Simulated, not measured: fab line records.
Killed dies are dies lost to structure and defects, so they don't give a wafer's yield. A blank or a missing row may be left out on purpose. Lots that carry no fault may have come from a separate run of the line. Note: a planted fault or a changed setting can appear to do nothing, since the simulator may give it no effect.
Matching of chambers | flow nandHarc | rieDiel-10 running NHARC_A_BLC_ETCH_18: 4 sister chambers
The step etches the open film in C4F8/O2/Ar, target depth 910 nm. 8 wafers are shown with their chamber, then 8 later ones without.

== WAFERS WITH THEIR CHAMBER ==
wafer  | chamber | rfVppV (V) | oesProductAu (a.u.)
L391.1 | 0       | 987        | 0.984
L393.1 | 0       | 987        | 0.970
L393.4 | 1       | 972        | 0.957
L393.5 | 3       | 981        | 0.968
L397.2 | 2       | 975        | 0.987
L397.4 | 1       | 972        | 0.963
L397.6 | 3       | 982        | 0.982
L400.3 | 2       | 974        | 0.950

== WAFERS WITH NO CHAMBER GIVEN ==
wafer  | rfVppV (V) | oesProductAu (a.u.)
L400.4 | 981        | 0.948
L400.6 | 971        | 0.978
L399.4 | 973        | 0.939
L399.5 | 987        | 0.951
L399.6 | 981        | 0.950
L408.2 | 988        | 0.949
L408.4 | 982        | 0.945
L408.6 | 971        | 0.934

== WHICH CHAMBER EACH WENT THROUGH ==
wafer  | from the rows above     | in truth
L400.4 | 3                       | 3
L400.6 | 1                       | 1
L399.4 | can't be placed: 1 or 2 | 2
L399.5 | 0                       | 0
L399.6 | 3                       | 3
L408.2 | 0                       | 0
L408.4 | 3                       | 3
L408.6 | 1                       | 1
Placed correctly: 7 of 8. These rows do not allow placing 1 (true chamber among the candidates in 1). 0 placed wrongly.
How it was worked out, from the rows above alone: a wafer's distance from a chamber is the root of the sum, over the readings, of the square of ((its reading less the chamber's mean) divided by the reading's scatter). The wafer belongs to the nearest chamber; if the next one is less than 2 further off, it can't be placed. For every chamber, the mean is computed from those of its wafers that are shown. The scatter: the root of (the sum of the squares of (reading less its chamber's mean) over the shown wafers, divided by (wafers less chambers)).
